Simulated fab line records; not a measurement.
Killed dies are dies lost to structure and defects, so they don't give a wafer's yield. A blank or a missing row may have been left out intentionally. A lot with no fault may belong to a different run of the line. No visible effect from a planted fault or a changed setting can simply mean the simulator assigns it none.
fab line records ; flow n5_finfet ; part 2 of 2: steps 23 to 29 of 29
[record] lots = 7; wafers = 21; last_day = 19
route steps=1938 shown BEOL_M0_SAQP@646 BEOL_M4@1111
lots that met no fault: from a run of the same line without faults
start_h: hours from the record's opening day to when the first of the lot's shown wafers began ; wait_h: time in hours since the lot's previous step ; " repeats the value in the row above ; L1.1+2: several wafers, shown together as one row ; - either no value or no given start ; * or withheld: withheld ; < > ~ a bound
route shown NAME@n: a module of which the file shows steps, and the number in the route of the first ; usual: mean/standard deviation taken from wafers without a fault ; same: alike in all rows ; chamber/n: place in a boat ; sites: per-site readings ; _std_site: how widely they spread, as a standard deviation ; _edge_site: outer sites' mean less inner sites' ; radius_mm: how far each site lies from the wafer's centre ; mask NAME#n: copy n ; behind: the most recent tool/chamber to have shaped the wafer ; hold: why the lot was held/for how many hours/how that ended ; device: names the non-switching transistor (n, p or np) ; end of line: tests run on the same wafers once the route is complete ; a step without rows: its recipe alone ; killed: not the wafer's yield, but the dies lost to structure and defects at the first sort ; map: per-die view of a wafer (x killed, . not killed, _ where there is no die)
set.NAME: the setting that was run; set.NAME@STEP: the one run at that earlier step ; model.NAME: the simulator's own value behind a step, which no gauge read
certain route steps with their lots: each step a table, each wafer a row
services: from which hour (start_h, from the record's first day; less than 0 if before it) a tool's chamber was out of use, for how many hours, and why
[[steps]]
[step N5_BEOL_M0_SAQP_ETCH_102]
[recipe] chemistry = CF4; target = SiO2; target_depth_a = 40; ion_energy_ev = 350; time_s = 4.4; pressure_mtorr = 10; icp_w = 800; bias_w = 400; cf4_flow_sccm = 80
[usual] bias_w = 400.0/1.2; cf4_flow_sccm = 80.02/0.24; drypump_motor_current_A = 5.7/0.56; he_backside_leak_sccm = 2.8/0.34; oes_product_au = 1.000/0.018; throttle_valve_pct = 21.76/0.2
lot.wafer;tool;chamber;start_h;wait_h;bias_w;cf4_flow_sccm;drypump_motor_current_A;he_backside_leak_sccm;oes_product_au;rf_hours_counter_h;throttle_valve_pct
L333.4;rie_si-01;0;108.90;0.1;398.4;80.06;6.3;2.7;0.993;9;21.83
L333.5;rie_si-01;0;108.90;0.1;399.2;80.23;6.3;2.8;0.992;-;21.84
L333.6;rie_si-01;1;108.90;0.1;398.4;79.91;6.6;2.5;1.027;-;21.82
L339.2;rie_si-01;3;152.20;0.1;400.3;80.29;5.7;3.0;1.008;83;21.67
L339.4;rie_si-01;2;152.20;0.1;399.1;79.85;6.0;2.9;0.975;49;21.87
L339.6;rie_si-01;0;152.20;0.1;398.6;80.19;6.3;2.8;1.000;-;21.87
L352.1;rie_si-06;2;223.48;0.1;398.4;79.97;5.2;2.8;1.018;62;21.80
L352.2;rie_si-06;3;223.48;0.1;400.1;80.06;4.8;2.8;1.002;173;21.88
L352.6;rie_si-06;2;223.48;0.1;399.5;80.14;5.2;2.8;1.015;-;21.81
L353.3;rie_si-01;3;227.31;0.1;399.6;80.36;5.7;3.0;0.992;84;21.65
L353.5;rie_si-01;0;227.31;0.1;399.2;80.17;6.3;2.6;0.989;-;21.86
L353.6;rie_si-01;3;227.31;0.1;400.7;79.72;5.7;2.9;0.985;-;21.64
L354.2;rie_si-04;1;233.90;0.1;399.4;79.88;5.6;2.7;0.994;1;21.71
L354.3;rie_si-04;2;233.90;0.1;399.7;79.77;5.3;2.8;1.005;168;22.15
L354.6;rie_si-04;2;233.90;0.1;399.8;80.11;5.4;2.6;1.006;-;22.15
L355.2;rie_si-04;2;243.99;0.1;401.0;79.91;5.3;2.8;1.007;168;22.15
L355.3;rie_si-04;0;243.99;0.1;399.1;79.80;5.6;2.6;1.018;1;21.49
L355.4;rie_si-04;1;243.99;0.1;402.0;80.20;5.6;2.8;1.005;1;21.70
L356.1;rie_si-06;3;247.11;0.1;399.3;79.97;4.8;2.6;0.998;173;21.88
L356.4;rie_si-06;2;247.11;0.1;402.9;79.83;5.2;2.9;1.016;63;21.81
L356.5;rie_si-06;1;247.11;0.1;399.5;80.05;4.8;2.5;1.001;-;21.29
[step N5_BEOL_M0_SAQP_MANDREL_ETCH_103]
[recipe] chemistry = HBr/Cl2; target = a-Si; target_depth_a = 450; bt_time_s = 10; stop_on = SiCN; mask_material = SiO2; over_etch_frac = 0.8; time_s = 27; pressure_mtorr = 10; icp_w = 800; bias_w = 75; HBr_flow_sccm = 150; Cl2_flow_sccm = 80; ends = end_point
[step N5_BEOL_M0_SAQP_RECESS_104]
[recipe] chemistry = HF/NH3; target = SiO2; target_depth_a = 180; afs_cycles = 3; temp_c = 30; sublimation_temp_c = 180; sublimation_time_s = 60
[step N5_BEOL_M0_SAQP_COAT_105]
[recipe] resist = SOC; temp_c = 250; time_s = 60; spin_rpm = 1500; resist_thk_nm = 100
[step N5_BEOL_M0_SAQP_ETCH_106]
[recipe] chemistry = N2/H2; target = SOC; target_depth_a = 1500; stop_on = SiNx; ion_energy_ev = 100; bias_w = 61; pressure_mtorr = 30; source_w = 850; n2_flow_sccm = 200; h2_flow_sccm = 200
[usual] bias_w = 61.00/0.2; chamber_pressure_mTorr = 29.999/0.027; drypump_motor_current_A = 5.7/0.46; oes_product_au = 0.79/0.1; rf_vpp_V = 240.1/1.2; showerhead_plenum_p_Torr = 2.50/0.063; throttle_valve_pct = 17.79/0.18
lot.wafer;tool;chamber;start_h;wait_h;bias_w;chamber_pressure_mTorr;drypump_motor_current_A;oes_product_au;rf_hours_counter_h;rf_vpp_V;showerhead_plenum_p_Torr;throttle_valve_pct;model.SiNx_of_BEOL_M0_SAQP_PECVD_97.thk_nm
L333.4;rie_diel-03;1;109.50;-;60.96;29.994;5.4;0.91;-;239.5;2.47;17.62;15.2
L333.5;rie_diel-03;1;109.50;-;60.93;30.003;5.4;0.90;-;239.4;2.47;17.63;15.4
L333.6;rie_diel-03;3;109.50;-;60.65;30.008;5.1;0.69;-;240.5;2.51;18.13;15.8
L339.2;rie_diel-03;3;152.79;-;61.15;29.991;5.1;0.67;245;239.1;2.51;18.16;15.2
L339.4;rie_diel-03;0;152.79;-;61.00;30.017;6.2;0.75;169;239.2;2.43;17.70;15.6
L339.6;rie_diel-03;3;152.79;-;60.99;30.009;5.1;0.68;-;239.2;2.51;18.17;15.6
L352.1;rie_diel-06;3;224.04;-;61.00;29.983;6.1;0.69;230;239.3;2.39;18.05;19.6
L352.2;rie_diel-06;2;224.04;-;61.16;29.966;5.4;0.71;168;240.4;2.54;17.73;19.8
L352.6;rie_diel-06;2;224.04;-;61.28;30.013;5.4;0.71;-;239.5;2.54;17.74;20
L353.3;rie_diel-03;0;227.87;-;61.07;30.018;6.2;0.72;193;241.1;2.42;17.73;19.4
L353.5;rie_diel-03;1;227.87;-;61.13;30.002;5.3;0.84;-;238.5;2.46;17.71;20.2
L353.6;rie_diel-03;0;227.87;-;61.13;30.016;6.2;0.73;-;238.4;2.42;17.74;20
L354.2;rie_diel-02;0;234.46;-;60.81;30.020;5.2;0.89;25;241.9;2.57;17.79;19.4
L354.3;rie_diel-02;2;234.46;-;60.95;30.018;6.2;0.90;15;240.7;2.47;17.61;20
L354.6;rie_diel-02;0;234.46;-;60.61;29.998;5.2;0.89;-;241.5;2.57;17.78;19.8
L355.2;rie_diel-03;3;244.55;-;60.74;29.989;5.2;0.92;19;239.8;2.50;17.72;14.6
L355.3;rie_diel-03;2;244.55;-;61.30;30.008;5.9;0.73;183;238.3;2.41;17.65;14.8
L355.4;rie_diel-03;1;244.55;-;61.03;29.998;5.4;0.84;68;239.7;2.46;17.72;15
L356.1;rie_diel-03;2;247.73;-;60.96;30.009;6.0;0.72;185;239.7;2.41;17.67;15.6
L356.4;rie_diel-03;3;247.73;-;60.80;30.019;5.2;0.90;20;241.6;2.50;17.71;15.6
L356.5;rie_diel-03;1;247.73;-;61.30;29.996;5.4;0.83;-;239.5;2.46;17.71;15.6
[step N5_BEOL_M0_SAQP_ETCH_107]
[recipe] chemistry = CH3F/O2; target = SiNx; target_depth_a = 300; mask_material = SOC; pressure_mtorr = 30; source_w = 395; bias_w = 73; Ar_flow_sccm = 150; CH3F_flow_sccm = 30; O2_flow_sccm = 20; ion_energy_ev = 120
[step N5_BEOL_M4_RC_MEAS_101]
[usual] DIBL_N = 36.5/1.7; DIBL_P = 36.6/2.2; IOFF_N = 0.16/0.033; IOFF_P = 0.22/0.035; ION_N = 671/12; ION_P = 462/7.7; SS_N = 71.6/0.54; SS_P = 73.3/0.71; VT_N = 250/3.2; VT_P = -249.9/2.9
lot.wafer;tool;chamber;start_h;wait_h;DIBL_N[mV/V];DIBL_P[mV/V];IOFF_N[nA/um];IOFF_P[nA/um];ION_N[uA/um];ION_P[uA/um];SS_N[mV/dec];SS_P[mV/dec];VT_N[mV];VT_P[mV]
L333.4;prober-01;0;194.01;1.1;35.1;34.2;0.12;0.17;662;453;71.7;73.5;251;-252.6
L333.5;prober-01;0;194.01;1.1;36.3;36.2;0.14;0.19;661;460;71.9;73.3;253;-250.9
L333.6;prober-01;0;194.01;1.1;36.9;35.7;0.14;0.19;654;454;71.4;73.7;252;-251.1
L339.2;prober-02;0;226.55;0.2;36.6;38.1;0.16;0.24;677;473;72.5;73.4;251;-246.0
L339.4;prober-02;0;226.55;0.2;36.4;38.8;0.16;0.25;680;476;72.2;73.3;250;-248.4
L339.6;prober-02;0;226.55;0.2;35.4;36.4;0.14;0.21;663;463;71.7;72.8;253;-247.8
L355.2;prober-01;0;321.64;0.2;38.1;37.5;0.18;0.20;676;458;71.9;73.8;248;-252.0
L355.3;prober-01;0;321.64;0.2;37.3;38.5;0.16;0.22;683;468;71.6;73.5;250;-250.6
L355.4;prober-01;0;321.64;0.2;38.2;39.5;0.19;0.24;686;465;71.8;73.5;246;-250.5
L356.1;prober-02;0;345.05;0.0;37.6;36.6;0.16;0.22;679;473;71.4;73.5;250;-248.6
L356.4;prober-02;0;345.05;0.0;38.1;37.0;0.17;0.23;669;460;71.4;73.0;250;-249.9
L356.5;prober-02;0;345.05;0.0;36.3;34.0;0.14;0.19;665;452;71.9;72.5;253;-250.3
[[services]]
tool;chamber;start_h;hours;kind
rie_diel-02;1;92.78;49.6;repair
rie_si-01;-;101.90;0.6;repair
rie_diel-03;2;105.84;32.7;repair
vapor_etch-01;0;122.61;3.2;repair
rie_diel-06;3;124.73;5.6;repair
rie_diel-06;1;131.61;-;clean
rie_diel-02;0;142.61;-;clean
rie_diel-02;0;142.61;-;consumable_replace:focus_ring
rie_diel-02;0;142.61;17.4;scheduled_down
rie_diel-02;0;142.61;17.4;vent_cycle
rie_diel-03;1;144.34;6.4;repair
rie_diel-02;2;159.99;-;clean
rie_diel-02;2;159.99;-;consumable_replace:focus_ring
rie_diel-02;2;159.99;25.5;scheduled_down
rie_diel-02;2;159.99;25.5;vent_cycle
rie_diel-03;3;169.40;-;clean
rie_diel-03;3;169.40;-;consumable_replace:focus_ring
rie_diel-03;3;169.40;13.7;scheduled_down
rie_diel-03;3;169.40;13.7;vent_cycle
rie_si-04;0;169.83;1.2;repair
vapor_etch-01;-;184.53;0.9;repair
rie_si-04;1;195.84;3.4;repair
rie_si-01;-;207.75;3.7;repair
rie_diel-03;1;215.68;5.8;repair
[[key]]
[first_sign] step = N5_BEOL_M0_SAQP_MANDREL_ETCH_20; reading = tool_record; direction = missing
[effect] step = N5_BEOL_M0_SAQP_SPACER1_ETCHBACK_99; reading = oes_product_au; direction = down; sigmas = 4.3; usual = 0.80; struck = 0.32
[effect] step = N5_BEOL_M0_SAQP_CD_MEAS_25; reading = cd_nm; direction = missing
[model_effect] step = N5_BEOL_M0_SAQP_MANDREL_ETCH_20; value = SOC_of_BEOL_M0_SAQP_COAT_81.thk_nm; without = 75.6; struck = 99.6
[model_effect] step = N5_BEOL_M0_SAQP_ETCH_106; value = SiNx_of_BEOL_M0_SAQP_PECVD_97.thk_nm; without = 15.04; struck = 19.8
met_at N5_BEOL_M0_SAQP_MANDREL_ETCH_20
struck_wafers L352.1,L352.2,L352.6,L353.3,L353.5,L353.6,L354.2,L354.3,L354.6
later_rows_left_out L352.1,L352.2,L352.6,L353.3,L353.5,L353.6,L354.2,L354.3,L354.6
sort_left_out L352.1,L352.2,L352.6,L353.3,L353.5,L353.6,L354.2,L354.3,L354.6
onset_between 150.69 221.78
[fault] kind = skipped_step_whole; tool = rie_si-01,rie_si-04; chamber = -; onset_h = 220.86; steps = N5_BEOL_M0_SAQP_MANDREL_ETCH_20; scope = struck_lots_only
// sort_left_out: the simulated sort isn't trusted on such a fault, so these wafers' sort isn't shown, and their yield isn't known
// later_rows_left_out: the simulator's readings of these wafers behind a module that went badly wrong aren't trusted and aren't shown, but for the sort
